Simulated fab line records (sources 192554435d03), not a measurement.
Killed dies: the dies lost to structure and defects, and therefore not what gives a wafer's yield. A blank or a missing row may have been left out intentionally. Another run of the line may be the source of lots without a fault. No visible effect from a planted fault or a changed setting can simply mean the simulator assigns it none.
fab line records	flow n5Finfet
record lots=10	wafers=30	lastDay=17
route steps=1938 shown BEOL_M11@1551
lots that met no fault: from a run of the same line without faults
startH: the number of hours between the record's first day and the start of the first shown wafer of the lot	waitH: hours since the lot's step before	" as in the row above	L1.1+2: a single row standing in for several wafers	- no value present, or no start provided	* or withheld: withheld	< > ~ a bound
route shown NAME@n: NAME is a module with steps in the file, n the number in the route of the first one	usual: mean/standard deviation taken from wafers without a fault	same: alike in all rows	chamber/n: place in a boat	sites: the reading at each site	_std_site: standard deviation across them	_edge_site: outer sites' mean less inner sites'	radiusMm: for every site, how far away it sits from the centre of the wafer	mask NAME#n: copy n	behind: the last tool/chamber to shape the wafer	hold: why the lot went on hold/how many hours it stayed there/how the hold came to an end	device: the transistor (n, p or np) that didn't switch	end of line: tests of these same wafers at the route's end	a step given without rows: its recipe and nothing more	killed: dies lost to structure and defects at the first sort, not the wafer's yield	map: a wafer's dies, x killed, . not, _ none there
set.NAME: the setting that was run; set.NAME@STEP: the one run at that earlier step	model.NAME: the simulator's own value behind a step, which no gauge read
a sample of lots followed through the steps of the route, with each step as a table and each wafer as a row
services: from which hour (startH, from the record's first day; less than 0 if before it) a tool's chamber was out of use, for how many hours, and why
## steps
# step N5_BEOL_M11_INSPECT_13
# recipe mode=adi	inspectInstrument=brightfield
# usual rawDefectCount=433/110
lot.wafer	tool	chamber	startH	waitH	rawDefectCount
L821.2	defectInspect-02	-	226.43	0.0	326
L821.3	"	-	"	"	314
L821.4	"	-	"	"	275
L822.1	defectInspect-01	-	238.45	0.0	326
L822.2	"	-	"	"	475
L822.5	"	-	"	"	320
L823.2	defectInspect-01	-	242.24	0.0	454
L823.4	"	-	"	"	375
L823.5	"	-	"	"	559
L826.1	defectInspect-01	-	262.94	0.0	443
L826.3	"	-	"	"	283
L826.5	"	-	"	"	345
L831.1	defectInspect-01	-	270.04	0.0	382
L831.3	"	-	"	"	330
L831.6	"	-	"	"	432
L837.1	defectInspect-01	-	319.52	0.0	424
L837.2	"	-	"	"	320
L837.3	"	-	"	"	378
L839.4	defectInspect-01	-	330.81	0.0	602
L839.5	"	-	"	"	748
L839.6	"	-	"	"	514
L840.1	defectInspect-02	-	340.75	0.0	478
L840.4	"	-	"	"	568
L840.6	"	-	"	"	461
L843.1	defectInspect-02	-	357.57	0.0	632
L843.3	"	-	"	"	533
L843.4	"	-	"	"	504
L844.1	defectInspect-01	-	361.77	0.0	346
L844.3	"	-	"	"	419
L844.6	"	-	"	"	400
# step N5_BEOL_M11_DESCUM_16
# recipe chemistry=O2	timeS=7.9	sourcePowerW=50	biasPowerW=20	pressureMtorr=20	rfFrequencyHz=2.712e+07	tempC=40	resist=CAR-ArF	o2FlowSccm=225
# usual chamberPressureMTorr=19.998/0.017	drypumpMotorCurrentA=5.7/0.42	oesProductAu=0.79/0.07	rfVppV=243.3/1.6	showerheadPlenumPTorr=2.10/0.084	tempC=40.01/0.12	throttleValvePct=20.44/0.2
lot.wafer	tool	chamber	startH	waitH	chamberPressureMTorr	drypumpMotorCurrentA	oesProductAu	rfHoursCounterH	rfVppV	showerheadPlenumPTorr	tempC	throttleValvePct
L821.2	rieDiel-04	0	226.73	0.3	20.015	6.3	0.73	189	241.4	2.08	40.08	20.40
L821.3	"	2	"	"	20.009	4.8	0.71	194	243.7	2.16	40.12	20.23
L821.4	"	3	"	"	19.982	6.0	0.73	172	243.1	1.99	40.02	20.35
L822.1	rieDiel-05	1	238.90	0.4	20.032	5.3	0.85	73	244.9	2.21	39.99	20.23
L822.2	"	0	"	"	20.017	6.4	0.85	67	243.0	2.04	39.93	20.67
L822.5	"	3	"	"	20.017	5.3	0.69	-	242.2	2.06	39.86	20.34
L823.2	rieDiel-05	2	242.27	0.0	20.039	5.4	0.84	88	244.2	2.21	40.35	20.39
L823.4	"	0	"	"	19.998	6.3	0.84	-	241.8	2.04	40.03	20.68
L823.5	"	1	"	"	19.996	5.3	0.85	-	244.6	2.21	40.20	20.25
L826.1	rieDiel-03	3	262.97	0.0	19.998	6.1	0.90	40	246.1	2.22	39.86	20.50
L826.3	"	1	"	"	19.997	6.0	0.71	214	241.8	1.99	40.10	20.48
L826.5	"	0	"	"	20.012	5.4	0.74	-	243.3	2.08	40.11	20.57
L831.1	rieDiel-05	2	270.07	0.0	19.977	5.4	0.82	100	245.8	2.20	39.90	20.40
L831.3	"	1	"	"	19.990	5.3	0.84	84	244.1	2.20	39.96	20.26
L831.6	"	1	"	"	19.991	5.3	0.83	-	244.8	2.20	40.13	20.26
L837.1	rieDiel-05	0	320.16	0.6	20.003	6.3	0.81	97	243.9	2.03	39.96	20.72
L837.2	"	2	"	"	19.997	5.4	0.80	118	246.0	2.20	40.01	20.42
L837.3	"	3	"	"	19.979	5.3	0.93	18	241.9	2.05	40.02	20.00
L839.4	rieDiel-05	3	330.93	0.1	19.969	5.3	0.92	23	243.3	2.05	39.97	20.02
L839.5	"	3	"	"	20.018	5.4	0.92	-	243.0	2.05	39.86	20.01
L839.6	"	0	"	"	19.988	6.4	0.80	-	241.6	2.02	39.88	20.72
L840.1	rieDiel-03	0	341.93	1.2	20.015	5.4	0.72	206	243.1	2.07	40.04	20.64
L840.4	"	3	"	"	19.981	6.0	0.85	74	244.6	2.21	40.03	20.56
L840.6	"	1	"	"	20.009	5.9	0.70	-	241.7	1.98	39.87	20.53
L843.1	rieDiel-05	0	357.60	0.0	19.984	6.3	0.80	114	242.8	2.02	40.07	20.75
L843.3	"	3	"	"	19.984	5.3	0.90	34	244.2	2.04	40.02	20.02
L843.4	"	1	"	"	19.982	5.3	0.80	118	244.6	2.19	40.11	20.30
L844.1	rieDiel-03	0	361.88	0.1	19.985	5.4	0.70	213	242.8	2.07	40.11	20.63
L844.3	"	3	"	"	19.986	6.1	0.84	81	245.2	2.20	40.16	20.58
L844.6	"	0	"	"	20.013	5.4	0.71	-	244.2	2.07	39.91	20.63
# step N5_BEOL_M11_STRIP_19
# recipe chemistry=O2	powerW=400	tempC=40	pressureMtorr=30	rfFrequencyHz=6e+07	biasPowerW=0	overashFraction=0.2	o2FlowSccm=225
# usual chamberPressureMTorr=30.00/0.034	drypumpMotorCurrentA=5.8/0.4	oesProductAu=0.80/0.07	rfVppV=3.6/0.6	showerheadPlenumPTorr=2.11/0.083	tempC=39.99/0.11	throttleValvePct=16.68/0.2
lot.wafer	tool	chamber	startH	waitH	chamberPressureMTorr	drypumpMotorCurrentA	oesProductAu	rfHoursCounterH	rfVppV	showerheadPlenumPTorr	tempC	throttleValvePct
L821.2	rieDiel-03	3	227.11	0.1	29.98	6.0	0.89	29	3.1	2.23	40.04	16.68
L821.3	"	0	"	"	29.97	5.4	0.74	165	4.2	2.09	40.09	16.84
L821.4	"	1	"	"	30.00	6.0	0.72	203	3.0	2.00	39.95	16.75
L822.1	rieDiel-03	2	239.30	0.1	29.99	6.2	0.83	87	3.8	2.11	39.83	16.45
L822.2	"	1	"	"	30.04	6.0	0.72	207	2.9	1.99	39.90	16.75
L822.5	"	0	"	"	29.99	5.4	0.75	-	4.1	2.09	39.97	16.84
L823.2	rieDiel-05	2	242.69	0.1	30.00	5.4	0.84	89	4.6	2.21	40.03	16.61
L823.4	"	0	"	"	29.98	6.3	0.85	-	4.0	2.04	40.19	16.90
L823.5	"	1	"	"	30.00	5.3	0.85	-	4.2	2.21	39.97	16.45
L826.1	rieDiel-03	3	263.50	0.2	30.01	6.1	0.89	40	3.4	2.22	40.05	16.70
L826.3	"	0	"	"	30.00	5.4	0.74	175	2.9	2.08	39.81	16.87
L826.5	"	3	"	"	30.00	6.1	0.90	-	3.0	2.22	40.00	16.71
L831.1	rieDiel-05	0	270.45	0.1	30.00	6.3	0.83	79	4.7	2.04	40.03	16.90
L831.3	"	2	"	"	30.04	5.4	0.83	100	3.3	2.21	39.97	16.63
L831.6	"	1	"	"	29.99	5.3	0.83	-	3.0	2.21	40.23	16.48
L837.1	rieDiel-03	3	320.66	0.2	30.00	6.0	0.85	64	2.4	2.21	40.07	16.76
L837.2	"	0	"	"	30.03	5.4	0.72	196	4.1	2.08	40.04	16.87
L837.3	"	2	"	"	29.96	6.2	0.79	110	3.8	2.10	39.94	16.48
L839.4	rieDiel-03	1	331.31	0.1	30.00	6.0	0.69	242	4.3	1.98	40.01	16.81
L839.5	"	3	"	"	30.04	6.1	0.85	-	3.1	2.21	40.06	16.78
L839.6	"	2	"	"	30.04	6.2	0.79	-	4.0	2.10	40.07	16.51
L840.1	rieDiel-03	3	342.49	0.3	30.02	6.1	0.86	74	3.2	2.21	40.15	16.78
L840.4	"	2	"	"	29.97	6.2	0.79	120	3.6	2.10	40.08	16.52
L840.6	"	1	"	"	29.94	6.0	0.69	-	3.9	1.98	39.97	16.80
L843.1	rieDiel-03	0	357.99	0.1	29.99	5.4	0.71	211	4.0	2.07	39.90	16.92
L843.3	"	3	"	"	30.00	6.1	0.84	80	3.9	2.21	39.96	16.79
L843.4	"	2	"	"	30.04	6.2	0.78	-	3.7	2.10	40.00	16.53
L844.1	rieDiel-04	3	362.27	0.1	30.02	6.0	0.71	199	2.5	1.99	39.96	16.70
L844.3	"	2	"	"	29.98	4.8	0.70	219	3.0	2.16	39.90	16.55
L844.6	"	0	"	"	29.99	6.3	0.71	-	4.0	2.08	39.82	16.74
# step N5_BEOL_M11_COAT_63
# recipe resist=SOC	tempC=250	timeS=60	spinRpm=1500	resistThkNm=100
# usual plateTempC=250.01/0.19	spinSpeedRpm=1499.9/0.88
lot.wafer	tool	chamber	startH	waitH	plateTempC	spinSpeedRpm
L821.2	lithoTrack-05	0	228.02	0.8	250.01	1499.8
L821.3	"	0	"	"	249.95	1499.6
L821.4	"	0	"	"	249.82	1500.4
L822.1	lithoTrack-02	0	240.29	0.9	250.03	1499.6
L822.2	"	0	"	"	250.10	1500.2
L822.5	"	0	"	"	250.04	1500.4
L823.2	lithoTrack-04	0	243.85	1.1	250.01	1498.9
L823.4	"	0	"	"	249.93	1497.2
L823.5	"	0	"	"	249.87	1499.1
L826.1	lithoTrack-02	0	264.98	1.4	250.00	1500.6
L826.3	"	0	"	"	250.13	1499.2
L826.5	"	0	"	"	249.99	1500.9
L831.1	lithoTrack-04	0	271.86	1.3	249.86	1500.1
L831.3	"	0	"	"	249.99	1500.7
L831.6	"	0	"	"	250.04	1498.2
L837.1	lithoTrack-04	0	320.76	0.0	250.07	1259.7
L837.2	"	0	"	"	249.79	1261.5
L837.3	"	0	"	"	249.51	1260.2
L839.4	lithoTrack-04	0	331.44	0.1	249.92	1259.8
L839.5	"	0	"	"	249.95	1258.1
L839.6	"	0	"	"	249.97	1258.0
L840.1	lithoTrack-02	0	343.34	0.8	249.75	1499.7
L840.4	"	0	"	"	249.77	1500.1
L840.6	"	0	"	"	249.48	1498.9
L843.1	lithoTrack-05	0	360.72	2.7	250.23	1499.7
L843.3	"	0	"	"	250.36	1500.2
L843.4	"	0	"	"	250.00	1500.1
L844.1	lithoTrack-05	0	362.38	0.0	250.21	1500.1
L844.3	"	0	"	"	249.76	1499.3
L844.6	"	0	"	"	250.19	1501.4
## services
tool	chamber	startH	hours	kind
rieDiel-04	3	210.71	1.6	repair
rieDiel-05	3	242.10	-	clean
rieDiel-05	3	242.10	-	consumableReplace:focusRing
rieDiel-05	3	242.10	27.1	scheduledDown
rieDiel-05	3	242.10	27.1	ventCycle
rieDiel-05	1	245.40	1.7	repair
rieDiel-04	2	270.32	2.7	repair
rieDiel-04	2	293.38	3.7	repair
rieDiel-03	1	352.01	-	clean
rieDiel-03	1	352.01	-	consumableReplace:focusRing
rieDiel-03	1	352.01	-	consumableReplace:showerhead
rieDiel-03	1	352.01	10.5	scheduledDown
rieDiel-03	1	352.01	10.5	ventCycle
## key
firstSign step=N5_BEOL_M11_COAT_63	reading=spinSpeedRpm	direction=down	sigmas=99+	usual=*	struck=*
effect none on later readings
metAt N5_BEOL_M11_COAT_63
struckLots L837,L839
notActingAt N5_BEOL_M11_INSPECT_13,N5_BEOL_M11_DESCUM_16,N5_BEOL_M11_STRIP_19
onsetBetween 271.86 320.76
fault kind=processParameterDrift	tool=lithoTrack-04	chamber=-	onsetH=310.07	steps=N5_BEOL_M11_COAT_63	channel=spinRpm	offset=*	shape=step	endH=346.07	actsIn=*	stated=*
